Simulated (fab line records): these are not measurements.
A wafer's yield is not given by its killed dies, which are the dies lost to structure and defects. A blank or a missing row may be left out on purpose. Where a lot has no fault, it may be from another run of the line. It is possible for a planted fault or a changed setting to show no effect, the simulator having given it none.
Chamber matching + flow n5_finfet + ald_sin-04 running N5_BEOL_M0_SAQP_ALD_48: 4 sister chambers
The step deposits SiO2, target thk 20 nm, pulse time 1 s, co reactant pulse time 1 s. 8 wafers are shown with their chamber, then 7 later ones without.

## EACH WAFER AND ITS CHAMBER
| wafer  | chamber | heater_power_w (W) | precursor_pulse_height_rel |
|--------|---------|--------------------|----------------------------|
| L662.6 | 3       | 83                 | 0.999                      |
| L667.2 | 0       | 69                 | 1.022                      |
| L667.3 | 2       | 82                 | 0.981                      |
| L672.3 | 1       | 91                 | 0.990                      |
| L672.5 | 3       | 83                 | 1.010                      |
| L672.6 | 1       | 89                 | 0.980                      |
| L677.1 | 2       | 85                 | 0.964                      |
| L677.2 | 0       | 71                 | 0.984                      |

## WAFERS WHOSE CHAMBER IS MISSING
| wafer  | heater_power_w (W) | precursor_pulse_height_rel |
|--------|--------------------|----------------------------|
| L677.6 | 83                 | 1.013                      |
| L678.1 | 89                 | 1.001                      |
| L678.2 | 70                 | 0.942                      |
| L678.4 | 86                 | 1.009                      |
| L680.1 | 90                 | 0.988                      |
| L680.2 | 71                 | 1.025                      |
| L680.5 | 88                 | 1.017                      |

## THE CHAMBER EACH PASSED THROUGH
| wafer  | from the rows above          | in truth |
|--------|------------------------------|----------|
| L677.6 | 3                            | 3        |
| L678.1 | 1                            | 1        |
| L678.2 | 0                            | 0        |
| L678.4 | can't be placed: 3 or 2 or 1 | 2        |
| L680.1 | 1                            | 1        |
| L680.2 | 0                            | 0        |
| L680.5 | can't be placed: 1 or 3 or 2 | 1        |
Correctly placed: 5 of 7. Cannot be placed on the basis of these rows: 2; the candidates contain the true chamber in 2. Placed wrongly: 0.
How it was worked out, from the rows above alone: a wafer's distance from a chamber is the root of the sum, over the readings, of the square of ((its reading less the chamber's mean) divided by the reading's scatter). If the next closest chamber is less than 2 further off than the closest, the wafer can't be placed; otherwise it belongs to the closest. The mean given for a chamber averages the wafers shown for that chamber. The scatter is the square root of a quotient: the sum, over the shown wafers, of each reading's squared deviation from its chamber's mean, divided by wafers minus chambers.
